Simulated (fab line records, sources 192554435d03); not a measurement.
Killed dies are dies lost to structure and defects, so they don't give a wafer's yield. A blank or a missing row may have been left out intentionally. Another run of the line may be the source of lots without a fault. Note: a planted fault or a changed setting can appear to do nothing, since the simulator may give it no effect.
fab line records -- flow n5-finfet -- part 2 of 2: steps 24 to 35 of 35
record lots=5, wafers=15, last-day=18
route steps=1938 shown BEOL_M9@1468 BEOL_M10@1470
lots that met no fault: taken from a fault-free run of the same line
start-h: start of the lot's first displayed wafer, in hours after the record's first day -- wait-h: hours since the lot's step before -- " identical to the entry in the row above -- L1.1+2: a single row standing in for several wafers -- - either no value or no given start -- * or withheld: withheld -- < > ~ a bound
route shown NAME@n: names a module that has steps shown in the file, with the first one's number in the route -- usual: average and standard deviation across the fault-free wafers -- same: alike in all rows -- chamber/n: place in a boat -- sites: readings site by site -- _std_site: the values' standard deviation -- _edge_site: the outer-site mean with the inner-site mean subtracted -- radius-mm: for every site, how far away it sits from the centre of the wafer -- mask NAME#n: copy n -- behind: the tool/chamber that last shaped the wafer -- hold: reason for holding the lot/hours on hold/outcome of the hold -- device: transistor that didn't switch, given as n, p or np -- end of line: at the end of the route, the tests of the same wafers -- step lacking rows: just its recipe -- killed: at the first sort, the dies lost to defects and structure; wafer yield is something else -- map: the dies of a wafer, with x for killed, . for not killed, _ for no die there
set.NAME: the setting that was run; set.NAME@STEP: the one run at that earlier step -- model.NAME: the simulator's own value behind a step, which no gauge read
certain route steps with their lots: each step a table, each wafer a row
services: a tool's chamber out of use, with start hour (start-h, from the record's first day; less than 0 if before it), hours out, and reason
## steps
# step N5_BEOL_M10_HM_OPEN_17
# recipe chemistry=Cl2/BCl3, target-depth-a=200, overetch-a=60, target=TiN, mask-material=SOC, ion-energy-ev=150, pressure-mtorr=10, icp-w=1000, bias-w=126, Cl2_flow_sccm=53.25, bcl3-flow-sccm=21.75, Ar_flow_sccm=25
# usual drypump-motor-current-A=5.9/0.35, oes_ar_750_au=0.80/0.064, oes-product-au=0.69/0.062, throttle-valve-pct=22.10/0.13
lot.wafer,tool,chamber,start-h,wait-h,drypump-motor-current-A,oes_ar_750_au,oes-product-au,rf-hours-counter-h,throttle-valve-pct
L078.1,rie-metal-03,1,242.49,0.0,5.4,0.79,0.69,29,22.03
L078.2,rie-metal-03,0,242.49,0.0,5.4,0.89,0.74,11,22.26
L078.4,rie-metal-03,1,242.49,0.0,5.4,0.78,0.69,-,22.04
L091.1,rie-metal-02,0,336.87,0.0,6.2,0.88,0.76,11,21.97
L091.3,rie-metal-02,0,336.87,0.0,6.2,0.87,0.76,-,21.95
L091.6,rie-metal-02,1,336.87,0.0,5.8,0.91,0.80,-,22.16
L096.1,rie-metal-02,1,372.24,0.1,5.8,0.89,0.79,8,22.17
L096.3,rie-metal-02,0,372.24,0.1,6.2,0.86,0.73,-,21.97
L096.5,rie-metal-02,0,372.24,0.1,6.2,0.86,0.75,-,21.96
L092.3,rie-metal-03,0,374.87,0.1,5.5,0.84,0.70,-,22.29
L092.4,rie-metal-03,1,374.87,0.1,5.4,0.75,0.67,-,22.06
L092.6,rie-metal-03,1,374.87,0.1,5.4,0.75,0.67,-,22.05
L095.1,rie-metal-03,1,378.58,0.0,5.4,0.74,0.67,39,22.05
L095.4,rie-metal-03,1,378.58,0.0,5.4,0.75,0.67,-,22.05
L095.6,rie-metal-03,1,378.58,0.0,5.4,0.75,0.67,-,22.07
# step N5_BEOL_M10_STRIP_19
# recipe chemistry=O2, power-w=400, temp-c=40, pressure-mtorr=30, rf-frequency-hz=6e+07, bias-power-w=0, overash-fraction=0.2, o2-flow-sccm=225
# usual drypump-motor-current-A=5.7/0.46, oes-product-au=0.77/0.054, rf-vpp-V=3.7/0.55, showerhead-plenum-p-Torr=2.07/0.081, throttle-valve-pct=16.67/0.1
lot.wafer,tool,chamber,start-h,wait-h,drypump-motor-current-A,oes-product-au,rf-hours-counter-h,rf-vpp-V,showerhead-plenum-p-Torr,throttle-valve-pct
L078.1,rie-diel-02,2,242.68,0.2,5.7,0.85,69,3.4,2.02,16.68
L078.2,rie-diel-02,1,242.68,0.2,6.1,0.74,166,4.6,1.99,16.74
L078.4,rie-diel-02,0,242.68,0.2,5.2,0.68,219,3.0,2.06,16.75
L091.1,rie-diel-04,3,336.99,0.1,5.5,0.79,99,3.0,2.12,16.68
L091.3,rie-diel-04,2,336.99,0.1,4.7,0.81,98,3.4,2.11,16.50
L091.6,rie-diel-04,0,336.99,0.1,6.2,0.81,-,2.4,2.01,16.54
L096.1,rie-diel-01,2,372.36,0.1,5.6,0.72,186,2.9,2.09,16.81
L096.3,rie-diel-01,0,372.36,0.1,6.3,0.75,134,4.5,2.01,16.72
L096.5,rie-diel-01,3,372.36,0.1,6.2,0.73,-,2.8,2.01,16.75
L092.3,rie-diel-04,2,374.96,0.1,4.7,0.79,110,2.9,2.10,16.50
L092.4,rie-diel-04,0,374.96,0.1,6.1,0.79,106,3.3,2.01,16.55
L092.6,rie-diel-04,0,374.96,0.1,6.1,0.78,-,3.9,2.01,16.57
L095.1,rie-diel-01,2,378.69,0.1,5.6,0.72,189,4.1,2.09,16.80
L095.4,rie-diel-01,3,378.69,0.1,6.2,0.73,181,4.3,2.01,16.74
L095.6,rie-diel-01,2,378.69,0.1,5.6,0.73,-,4.0,2.09,16.80
# step N5_BEOL_M10_CD_MEAS_18
# recipe pitch-nm=140, target-cd-nm=70
# usual cd-nm=69.8/0.62
lot.wafer,tool,chamber,start-h,wait-h,cd-nm
L078.1,cd-sem-02,-,242.75,0.1,70.0
L078.2,cd-sem-02,-,242.75,0.1,71.0
L078.4,cd-sem-02,-,242.75,0.1,69.5
L091.1,cd-sem-03,-,337.06,0.0,69.9
L091.3,cd-sem-03,-,337.06,0.0,70.0
L091.6,cd-sem-03,-,337.06,0.0,70.6
L096.1,cd-sem-01,-,372.43,0.0,69.7
L096.3,cd-sem-01,-,372.43,0.0,69.5
L096.5,cd-sem-01,-,372.43,0.0,68.9
L092.3,cd-sem-03,-,375.03,0.1,70.3
L092.4,cd-sem-03,-,375.03,0.1,70.9
L092.6,cd-sem-03,-,375.03,0.1,70.0
L095.1,cd-sem-03,-,378.76,0.0,69.3
L095.4,cd-sem-03,-,378.76,0.0,69.1
L095.6,cd-sem-03,-,378.76,0.0,69.3
# step N5_BEOL_M10_COAT_63
# recipe resist=SOC, temp-c=250, time-s=60, spin-rpm=1500, resist-thk-nm=100
lot.wafer,tool,chamber,start-h,wait-h
L078.1+2+4,litho-track-01,0,242.85,0.1
L091.1+3+6,litho-track-05,0,342.29,5.2
L096.1+3+5,litho-track-05,0,372.51,0.1
L092.3+4+6,litho-track-01,0,375.78,0.8
L095.1+4+6,litho-track-04,0,380.68,1.9
# step N5_BEOL_M10_COAT_64
# recipe resist=SiARC, temp-c=220, time-s=60, spin-rpm=1500, resist-thk-nm=30
lot.wafer,tool,chamber,start-h,wait-h
L078.1+2+4,litho-track-01,0,-,-
L091.1+3+6,litho-track-05,0,-,-
L096.1+3+5,litho-track-05,0,-,-
L092.3+4+6,litho-track-01,0,-,-
L095.1+4+6,litho-track-04,0,-,-
# step N5_BEOL_M10_COAT_22
# recipe resist=CAR-ArF, spin-rpm=1500, resist-thk-nm=90
lot.wafer,tool,chamber,start-h,wait-h
L078.1+2+4,litho-track-01,0,-,-
L091.1+3+6,litho-track-05,0,-,-
L096.1+3+5,litho-track-05,0,-,-
L092.3+4+6,litho-track-01,0,-,-
L095.1+4+6,litho-track-04,0,-,-
# step N5_BEOL_M10_EBR_24
# recipe solvent=PGMEA, ebr-width-mm=1.5
# same ebr-width-mm=1.5
lot.wafer,tool,chamber,start-h,wait-h
L078.1+2+4,litho-track-01,0,-,-
L091.1+3+6,litho-track-05,0,-,-
L096.1+3+5,litho-track-05,0,-,-
L092.3+4+6,litho-track-01,0,-,-
L095.1+4+6,litho-track-04,0,-,-
# step N5_BEOL_M10_SOFTBAKE_23
# recipe temp-c=110, time-s=60, resist=CAR-ArF
lot.wafer,tool,chamber,start-h,wait-h
L078.1+2+4,litho-track-01,0,-,-
L091.1+3+6,litho-track-05,0,-,-
L096.1+3+5,litho-track-05,0,-,-
L092.3+4+6,litho-track-01,0,-,-
L095.1+4+6,litho-track-04,0,-,-
# step N5_BEOL_M10_EXPOSE_25
# recipe mask-id=V9, na=1.35, source-shape=annular, sigma-inner=0.5, sigma-outer=0.8, polarization=unpolarized, dose-mj=85.5
# usual stage-vel-mm-s=500.00/0.26
# same na=1.35
lot.wafer,tool,chamber,start-h,wait-h,mask,stage-vel-mm-s
L078.1,arfi-scanner-02,0,243.10,-,V9#0,499.99
L078.2,arfi-scanner-02,0,243.10,-,V9#0,499.52
L078.4,arfi-scanner-02,0,243.10,-,V9#0,500.04
L091.1,arfi-scanner-01,0,342.53,-,V9#0,500.55
L091.3,arfi-scanner-01,0,342.53,-,V9#0,500.20
L091.6,arfi-scanner-01,0,342.53,-,V9#0,500.25
L096.1,arfi-scanner-02,0,372.75,-,V9#0,500.26
L096.3,arfi-scanner-02,0,372.75,-,V9#0,500.46
L096.5,arfi-scanner-02,0,372.75,-,V9#0,500.25
L092.3,arfi-scanner-03,0,376.04,-,V9#0,499.66
L092.4,arfi-scanner-03,0,376.04,-,V9#0,499.71
L092.6,arfi-scanner-03,0,376.04,-,V9#0,499.78
L095.1,arfi-scanner-03,0,381.01,-,V9#0,499.87
L095.4,arfi-scanner-03,0,381.01,-,V9#0,499.92
L095.6,arfi-scanner-03,0,381.01,-,V9#0,500.19
# step N5_BEOL_M10_PEB_26
# recipe peb-temp-c=withheld, peb-time-s=60, resist=CAR-ArF
# same peb-time-s=60
lot.wafer,tool,chamber,start-h,wait-h
L078.1+2+4,litho-track-04,0,243.16,0.1
L091.1+3+6,litho-track-01,0,342.59,0.1
L096.1+3+5,litho-track-04,0,372.81,0.1
L092.3+4+6,litho-track-05,0,376.09,0.0
L095.1+4+6,litho-track-01,0,381.08,0.1
# step N5_BEOL_M10_DEVELOP_27
# recipe develop-time-s=30, developer=TMAH, resist=CAR-ArF, rinse-liquid=diw, dry=air-spin, dev-temp-c=23
lot.wafer,tool,chamber,start-h,wait-h
L078.1+2+4,litho-track-04,0,-,-
L091.1+3+6,litho-track-01,0,-,-
L096.1+3+5,litho-track-04,0,-,-
L092.3+4+6,litho-track-05,0,-,-
L095.1+4+6,litho-track-01,0,-,-
# step N5_BEOL_M10_CD_MEAS_28
# recipe target-cd-nm=70, landing-energy-ev=500, detector=se-inlens, polarity=opening
# usual cd-nm=70.0/0.92
lot.wafer,tool,chamber,start-h,wait-h,cd-nm
L078.1,cd-sem-03,0,243.23,-,69.4
L078.2,cd-sem-03,0,243.23,-,69.3
L078.4,cd-sem-03,0,243.23,-,69.4
L091.1,cd-sem-03,0,342.66,-,68.1
L091.3,cd-sem-03,0,342.66,-,70.2
L091.6,cd-sem-03,0,342.66,-,71.2
L096.1,cd-sem-03,0,372.88,-,69.8
L096.3,cd-sem-03,0,372.88,-,69.6
L096.5,cd-sem-03,0,372.88,-,68.5
L092.3,cd-sem-01,0,376.16,-,71.5
L092.4,cd-sem-01,0,376.16,-,69.9
L092.6,cd-sem-01,0,376.16,-,69.5
L095.1,cd-sem-01,0,381.14,-,69.6
L095.4,cd-sem-01,0,381.14,-,69.7
L095.6,cd-sem-01,0,381.14,-,70.5
## services
tool,chamber,start-h,hours,kind
rie-diel-02,2,220.41,6.5,repair
arfi-scanner-03,-,221.03,1.5,pm
rie-diel-04,1,221.06,3.8,repair
rie-diel-01,2,231.74,9.0,repair
pecvd-04,2,233.81,14.8,repair
arfi-scanner-02,-,236.21,0.3,repair
pecvd-04,-,237.05,0.8,repair
arfi-scanner-02,-,237.86,2.6,repair
arfi-scanner-02,-,246.69,36.0,pm
pecvd-04,-,264.72,2.1,repair
rie-diel-04,1,279.28,15.5,repair
arfi-scanner-03,-,279.41,4.9,pm
arfi-scanner-02,-,282.69,1.0,pm
arfi-scanner-02,-,285.88,0.8,pm
arfi-scanner-02,-,298.47,1.1,repair
arfi-scanner-01,-,301.50,1.0,pm
arfi-scanner-03,-,302.92,1.0,repair
rie-diel-01,3,303.58,4.3,repair
arfi-scanner-02,-,315.38,1.3,pm
rie-diel-04,1,320.36,8.2,repair
arfi-scanner-02,-,321.93,3.1,pm
arfi-scanner-01,-,331.41,1.3,pm
arfi-scanner-01,-,337.81,0.8,pm
rie-diel-04,-,354.93,2.8,pm
